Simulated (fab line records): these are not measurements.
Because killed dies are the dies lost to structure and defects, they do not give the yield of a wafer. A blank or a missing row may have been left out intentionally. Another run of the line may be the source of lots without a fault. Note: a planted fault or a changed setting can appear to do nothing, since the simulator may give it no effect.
A struck lot beside a sound one ; flow n5-finfet ; 16 out of 1938 route steps
Sound: wafers L396.1, L396.3, L396.5. Struck: wafers L414.3, L414.5. (L414.1 of the same lot was not struck and is left out.) The cause comes at the end.
Each step with rows lists, per side, the tool, then ch with its chambers, then its first start. Under that, the readings that differ: sound wafers ; struck wafers ; difference of the means ; sigmas: that difference in standard deviations of wafers without a fault.
alike: readings with means less than 2 such deviations apart, plus words and numbers identical on both sides. not compared: withheld readings, readings lacking a value on some wafer, bounds such as >300 that could conceal the same value, and numbers that have no deviation in the record and whose values overlap.
A row with sigmas, a row that says differs or no value, or rows on one side alone: a step with any of these is where the two part. Numbers that have no deviation but don't overlap get no sigmas and don't part them. Lack of a reading on every wafer of one side parts them only where that side has two or more wafers.

first, 8 steps without rows for these wafers: N5_BEOL_M14_COAT_58 (time 60 s, resist thk 89 nm); N5_BEOL_M14_COAT_04 (resist thk 800 nm); N5_BEOL_M14_EBR_06; N5_BEOL_M14_SOFTBAKE_05 (time 60 s); N5_BEOL_M14_EXPOSE_07 (exposes mask V13); N5_BEOL_M14_PEB_08 (peb time 90 s); N5_BEOL_M14_DEVELOP_09 (develop time 45 s); N5_BEOL_M14_HARDBAKE_14 (time 120 s).
N5_BEOL_M14_CD_MEAS_10: target cd 250 nm.
  sound on cd-sem-01 ch 0, day 12 18:49; struck on cd-sem-03 ch 0, day 17 00:52
  alike: cd-nm
N5_BEOL_M14_OVL_MEAS_11:
  sound on overlay-01 ch 0, day 12 18:51; struck on overlay-02 ch 0, day 17 00:54
reading;sound;struck;difference;sigmas
V13_OVL (nm);14 10 5;-2 -2;-12;-2
N5_BEOL_M14_INSPECT_12: inspects for defects (macro).
  sound: defect-inspect-02 at day 12 18:52; struck: defect-inspect-01 at day 17 00:56
  alike: raw-defect-count
N5_BEOL_M14_DESCUM_15: chemistry O2, time 7.9 s.
  sound on rie-diel-03 ch 1,2, day 12 18:55; struck on rie-diel-05 ch 3, day 17 01:04
reading;sound;struck;difference;sigmas
oes-product-au (a.u.);0.71 0.83 0.83;1.00 1.00;+0.21;+3
  alike: drypump-motor-current-A, rf-vpp-V, showerhead-plenum-p-Torr, throttle-valve-pct
  not compared: rf-hours-counter-h
N5_BEOL_M14_ETCH_59: etches BARC in N2/H2, target depth 89 nm, overetch 26.7 nm, time 67.9 s.
  sound on rie-diel-03 ch 1,2, day 12 18:56; struck on rie-diel-05 ch 3, day 17 01:05
reading;sound;struck;difference;sigmas
run-length-s (s);90.9 91.4 91.8;100.2 100.3;+8.9;+23
model.coat_of_BEOL_M14_COAT_04.thk-nm (nm);719.6 718.2 717;707.2 705;-12.2;
  alike: drypump-motor-current-A, oes-product-au, rf-vpp-V, showerhead-plenum-p-Torr, throttle-valve-pct
  not compared: rf-hours-counter-h
N5_BEOL_M14_VIA_ETCH_16: etches SiO2 in C4F8/O2/Ar, target depth 1231.3 nm.
  sound on rie-diel-03 ch 1,2, day 12 19:00; struck on rie-diel-05 ch 3, day 17 01:08
reading;sound;struck;difference;sigmas
oes_o_777_au (a.u.);0.72 0.83 0.82;0.99 1.00;+0.21;+3
oes-product-au (a.u.);0.64 0.75 0.74;0.90 0.91;+0.20;+3
model.coat_of_BEOL_M14_COAT_04.thk-nm (nm);461.8 459.4 456.2;448.6 438.8;-15.4;
  alike: drypump-motor-current-A, mfc-ar-sccm, rf-vpp-V, showerhead-plenum-p-Torr, throttle-valve-pct
N5_BEOL_M14_STRIP_63: strips in O2.
  sound on rie-diel-03 ch 1,2; struck on rie-diel-05 ch 3
reading;sound;struck;difference;sigmas
oes-product-au (a.u.);0.70 0.84 0.83;0.98 0.98;+0.19;+2
  alike: drypump-motor-current-A, rf-vpp-V, showerhead-plenum-p-Torr, throttle-valve-pct
  not compared: rf-hours-counter-h
following that, these wafers have no rows for 1 step: N5_PASSIVATION_PROBE_49.

## WHERE THEY PART
First at N5_BEOL_M14_OVL_MEAS_11; last, within this record, at N5_BEOL_M14_STRIP_63.

WHY: whatever the simulator had introduced
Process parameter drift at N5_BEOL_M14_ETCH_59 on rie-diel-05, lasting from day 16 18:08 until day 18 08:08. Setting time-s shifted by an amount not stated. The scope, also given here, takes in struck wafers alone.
